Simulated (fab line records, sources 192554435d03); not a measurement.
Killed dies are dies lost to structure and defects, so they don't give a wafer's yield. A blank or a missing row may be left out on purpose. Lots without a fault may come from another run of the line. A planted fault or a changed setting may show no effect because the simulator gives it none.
fab line records | flow n5_finfet | part 2 of 2: steps 19 to 23 of 23
record lots=5 wafers=15 last_day=16
route steps=1938 shown BEOL_M15@1808 PASS1_DEP@1831
lots that met no fault: from a run of the same line without faults
start_h: hours from the record's first day to the start of the lot's first wafer shown | wait_h: hours since the lot's step before | " the same as in the row above | L1.1+2: a row that stands for several wafers | - no value, or no start given | * or withheld: withheld | < > ~ a bound
route shown NAME@n: a module of which the file shows steps, and the number in the route of the first | usual: mean/standard deviation of fault-free wafers | same: alike in all rows | chamber/n: place in a boat | sites: the reading at each site | _std_site: their standard deviation | _edge_site: outer sites' mean less inner sites' | radius_mm: how far each site lies from the wafer's centre | mask NAME#n: copy n | behind: the tool/chamber that last shaped the wafer | hold: why the lot was held/for how many hours/how that ended | device: the transistor (n, p or np) that didn't switch | end of line: the same wafers' tests at the end of the route | a step without rows: its recipe alone | killed: dies lost to structure and defects at the first sort, not the wafer's yield | map: a wafer's dies, x killed, . not, _ none there
set.NAME: the setting as run; set.NAME@STEP: as run at that earlier step | model.NAME: the simulator's own value behind a step, which no gauge read
lots at some steps of the route; a table a step, a row a wafer
services: from which hour (start_h, from the record's first day; less than 0 if before it) a tool's chamber was out of use, for how many hours, and why
## steps
# step N5_BEOL_M15_DEP_53
# recipe material=SiCN target_thk_a=500 temp_c=withheld precursor=3MS/NH3 pressure_torr=3 rf_w=675 time_s=17.8
# usual showerhead_plenum_p_Torr=4.163/0.023 throttle_valve_pct=18.5/1
# same time_s=17.8
# columns lot.wafer tool chamber start_h wait_h showerhead_plenum_p_Torr throttle_valve_pct
L076.1 pecvd-01 1 263.83 0.0 4.177 18.1
L076.4 " 1 " " 4.181 18.0
L076.5 " 0 " " 4.205 19.9
L078.2 pecvd-02 0 272.48 0.0 4.162 18.4
L078.3 " 0 " " 4.158 18.4
L078.4 " 2 " " 4.125 17.2
L081.1 pecvd-03 1 291.80 0.0 4.173 19.5
L081.5 " 2 " " 4.157 16.7
L081.6 " 1 " " 4.189 19.9
L086.2 pecvd-03 0 331.34 0.0 4.155 18.1
L086.5 " 2 " " 4.163 16.8
L086.6 " 1 " " 4.182 19.6
L095.3 pecvd-01 2 377.54 0.0 4.188 19.2
L095.5 " 1 " " 4.184 17.9
L095.6 " 2 " " 4.185 19.3
# step N5_BEOL_M15_RS_MEAS_54
# recipe thk_meas_gauge=four-point-probe reads=Cu_of_BEOL_M15_ECD_47+Ta_of_BEOL_M15_SPUTTER_44+TaN_of_BEOL_M15_SPUTTER_43
# usual M15_RS=0.0217/0.00048
# columns lot.wafer tool chamber start_h wait_h M15_RS[ohm/sq]
L076.1 film_metro-02 - 263.90 0.0 0.0217
L076.4 " - " " 0.0211
L076.5 " - " " 0.0218
L078.2 film_metro-02 - 272.57 0.1 0.0219
L078.3 " - " " 0.0216
L078.4 " - " " 0.0223
L081.1 film_metro-02 - 291.88 0.1 0.0211
L081.5 " - " " 0.0211
L081.6 " - " " 0.0211
L086.2 film_metro-01 - 331.41 0.1 0.0221
L086.5 " - " " 0.0219
L086.6 " - " " 0.0221
L095.3 film_metro-02 - 377.61 0.1 0.0216
L095.5 " - " " 0.0220
L095.6 " - " " 0.0218
# step N5_BEOL_M15_INSPECT_55
# recipe inspect_instrument=darkfield mode=post_dep
# usual raw_defect_count=72/23
# columns lot.wafer tool chamber start_h wait_h raw_defect_count
L076.1 defect_inspect-02 - 263.92 0.0 76
L076.4 " - " " 68
L076.5 " - " " 81
L078.2 defect_inspect-01 - 272.59 0.0 51
L078.3 " - " " 41
L078.4 " - " " 125
L081.1 defect_inspect-02 - 291.91 0.0 40
L081.5 " - " " 87
L081.6 " - " " 60
L086.2 defect_inspect-01 - 331.43 0.0 53
L086.5 " - " " 38
L086.6 " - " " 70
L095.3 defect_inspect-02 - 377.63 0.0 65
L095.5 " - " " 70
L095.6 " - " " 46
# step N5_BEOL_M15_RC_MEAS_101
# usual COMB_M10=1.47e-11/3e-12 COMB_M10_max_site=2.1e-11/4.7e-12 COMB_M11=1.36e-11/2.4e-12 COMB_M12=6.5e-12/1.3e-12 COMB_M13=4.9e-12/1.3e-12 COMB_M14=3.8e-12/1.1e-12 COMB_M15=2.6e-12/8.4e-13 COMB_M5=3.6e-11/7.6e-12 COMB_M6=2.5e-11/4.8e-12 COMB_M7=2.6e-11/5.5e-12 COMB_M8=2.6e-11/5.1e-12 COMB_M9=1.49e-11/3e-12 SERP_M10=3.12/0.12 SERP_M11=3.06/0.1 SERP_M12=0.637/0.021 SERP_M13=0.308/0.0072 SERP_M14=0.163/0.0053 SERP_M5=38.6/2.1 SERP_M6=13.9/0.71 SERP_M7=13.8/0.78 SERP_M8=14.0/0.72 SERP_M9=3.07/0.12 SERP_M9_max_site=3.17/0.11
# columns lot.wafer tool chamber start_h wait_h COMB_M10[S/m] COMB_M10_max_site[S/m] COMB_M11[S/m] COMB_M12[S/m] COMB_M13[S/m] COMB_M14[S/m] COMB_M15[S/m] COMB_M5[S/m] COMB_M6[S/m] COMB_M7[S/m] COMB_M8[S/m] COMB_M9[S/m] SERP_M10[ohm/um] SERP_M11[ohm/um] SERP_M12[ohm/um] SERP_M13[ohm/um] SERP_M14[ohm/um] SERP_M5[ohm/um] SERP_M6[ohm/um] SERP_M7[ohm/um] SERP_M8[ohm/um] SERP_M9[ohm/um] SERP_M9_max_site[ohm/um]
L076.1 prober-01 0 263.95 0.0 1.59e-11 1.9e-11 1.32e-11 7.8e-12 5.7e-12 3.9e-12 2.9e-12 5.4e-11 2.5e-11 3.1e-11 2.1e-11 1.72e-11 3.10 3.01 0.619 0.305 0.169 39.5 13.3 14.3 14.2 2.85 2.92
L076.4 " 0 " " 1.53e-11 1.8e-11 1.09e-11 6.9e-12 5.7e-12 4.1e-12 3.1e-12 3.5e-11 2.2e-11 2.9e-11 2.3e-11 1.05e-11 3.05 2.99 0.617 0.299 0.162 37.8 14.8 14.3 13.5 3.07 3.14
L076.5 " 0 " " 1.2e-11 1.9e-11 1.33e-11 7.8e-12 5.6e-12 4.1e-12 2.7e-12 4.9e-11 2.1e-11 2.3e-11 2.7e-11 1.47e-11 3.34 3.04 0.651 0.312 0.168 39.4 13.9 14.4 14.2 3.07 3.14
L078.2 prober-01 0 272.77 0.2 1.63e-11 2.4e-11 1.76e-11 8.2e-12 7.6e-12 4.6e-12 3.8e-12 3.7e-11 1.9e-11 3e-11 2.5e-11 1.17e-11 3.01 3.24 0.634 0.317 0.172 38.8 13.4 14.3 14.1 3.15 3.27
L078.3 " 0 " " 1.4e-11 2.3e-11 1.3e-11 7.2e-12 6.5e-12 5.6e-12 4.2e-12 3.5e-11 3.4e-11 1.8e-11 3.2e-11 1.07e-11 3.25 3.05 0.674 0.312 0.160 37.5 14.4 14.4 13.9 2.93 3.04
L078.4 " 0 " " 1.67e-11 3.1e-11 1.66e-11 6.6e-12 9.9e-12 2.8e-12 4.5e-12 3.1e-11 2.4e-11 2e-11 2.6e-11 1.25e-11 3.17 2.96 0.691 0.300 0.163 36.8 14.4 13.5 13.2 2.92 2.93
L081.1 prober-02 0 291.93 0.0 1.32e-11 2.3e-11 1.14e-11 6.8e-12 2.4e-12 4e-12 1.5e-12 4.9e-11 2.3e-11 2.5e-11 2.8e-11 1.2e-11 3.03 3.17 0.619 0.306 0.160 40.4 13.2 14.0 14.1 3.13 3.26
L081.5 " 0 " " 1.54e-11 2.3e-11 1.47e-11 5.2e-12 5.3e-12 2.7e-12 1.7e-12 2.5e-11 2.2e-11 3.2e-11 1.9e-11 1.03e-11 3.12 3.20 0.625 0.312 0.169 43.3 13.6 15.3 13.8 3.01 3.08
L081.6 " 0 " " 1.32e-11 2e-11 1.3e-11 5.2e-12 3.6e-12 3.7e-12 3.5e-12 3.3e-11 2.6e-11 2.1e-11 1.9e-11 1.6e-11 2.95 3.14 0.638 0.307 0.157 36.4 12.6 13.5 14.5 3.23 3.31
L086.2 prober-02 0 331.61 0.2 1.55e-11 1.8e-11 1.22e-11 5.5e-12 3.7e-12 3.5e-12 1.2e-12 2.8e-11 2.1e-11 2.9e-11 2.5e-11 1.37e-11 3.36 3.22 0.661 0.304 0.162 37.9 13.8 14.8 12.9 3.10 3.17
L086.5 " 0 " " 2.04e-11 3e-11 1.37e-11 4.3e-12 5e-12 3.5e-12 2.2e-12 2.5e-11 1.6e-11 3.3e-11 2.9e-11 1.22e-11 3.18 3.17 0.640 0.318 0.161 39.8 13.7 14.3 12.4 3.03 3.22
L086.6 " 0 " " 1.34e-11 2.1e-11 1.24e-11 5.8e-12 5.2e-12 3.5e-12 2e-12 3.2e-11 2.1e-11 2.2e-11 1.8e-11 1.38e-11 3.18 3.20 0.632 0.316 0.164 41.7 12.8 14.1 15.4 2.89 2.99
L095.3 prober-02 0 377.97 0.3 1.3e-11 2.3e-11 1.57e-11 4.9e-12 5.1e-12 2.9e-12 1.5e-12 5.9e-11 1.8e-11 2.5e-11 2.3e-11 1.46e-11 3.20 3.11 0.620 0.322 0.162 40.2 14.9 13.0 13.4 2.98 3.00
L095.5 " 0 " " 9.1e-12 1.4e-11 1.71e-11 5.1e-12 6.2e-12 2.5e-12 1.8e-12 3.7e-11 2.7e-11 2.6e-11 2.3e-11 1.51e-11 3.16 3.23 0.644 0.317 0.162 37.2 15.3 13.2 12.9 3.07 3.13
L095.6 " 0 " " 1.15e-11 2e-11 1.33e-11 4.6e-12 2.6e-12 3.3e-12 2.4e-12 4.8e-11 1.8e-11 2e-11 2.4e-11 2.13e-11 3.02 2.99 0.628 0.314 0.166 38.9 14.3 12.9 13.8 2.93 3.02
# step N5_PASSIVATION_PECVD_00
# recipe material=SiO2 target_thk_a=2000 temp_c=400 precursor=SiH4/N2O pressure_torr=2.7 rf_w=608 time_s=11.2
# usual heater_power_w=660/90 showerhead_plenum_p_Torr=8.16/0.087 throttle_valve_pct=51.9/2.7
# same time_s=11.2
# columns lot.wafer tool chamber start_h wait_h heater_power_w showerhead_plenum_p_Torr throttle_valve_pct
L076.1 pecvd-02 2 264.91 0.8 594 8.01 48.1
L076.4 " 0 " " 597 8.11 53.1
L076.5 " 0 " " 599 8.14 53.2
L078.2 pecvd-04 1 273.58 0.7 560 8.27 54.1
L078.3 " 2 " " 748 8.30 48.7
L078.4 " 1 " " 575 8.25 54.0
L081.1 pecvd-02 0 292.90 0.8 679 8.12 53.0
L081.5 " 0 " " 690 8.12 53.0
L081.6 " 2 " " 573 8.00 48.1
L086.2 pecvd-02 2 332.42 0.7 569 7.99 48.3
L086.5 " 2 " " 571 8.01 48.8
L086.6 " 1 " " 845 8.09 54.9
L095.3 pecvd-03 0 378.63 0.5 785 8.15 52.1
L095.5 " 1 " " 594 8.27 56.1
L095.6 " 2 " " 593 8.13 48.7
## services
# columns tool chamber start_h hours kind
ecd_cu-02 - 234.98 2.4 repair
cmp-03 - 241.11 14.1 pm
rie_diel-01 2 241.99 4.6 repair
cmp-02 - 244.64 4.0 pm
pecvd-02 1 261.67 13.0 repair
pecvd-03 - 262.39 14.6 pm
rie_diel-05 - 266.35 15.6 pm
pecvd-01 - 271.15 6.0 pm
cmp-02 - 277.85 2.9 repair
rie_diel-01 2 279.08 5.3 repair
pecvd-03 0 282.40 9.6 repair
cmp-04 - 285.28 2.5 repair
rie_diel-05 0 301.90 5.6 repair
pecvd-03 2 311.14 10.7 repair
cmp-03 - 316.07 4.0 pm
rie_diel-01 3 339.32 3.9 repair
pecvd-02 - 348.21 5.5 pm
rie_diel-05 1 352.70 1.2 repair
cmp-03 - 353.00 1.2 repair
rie_diel-01 2 358.50 3.5 repair
rie_diel-04 2 368.45 6.1 repair
rie_diel-05 2 370.24 2.6 repair
pecvd-01 0 376.50 2.1 repair
rie_diel-01 - 376.60 0.3 repair
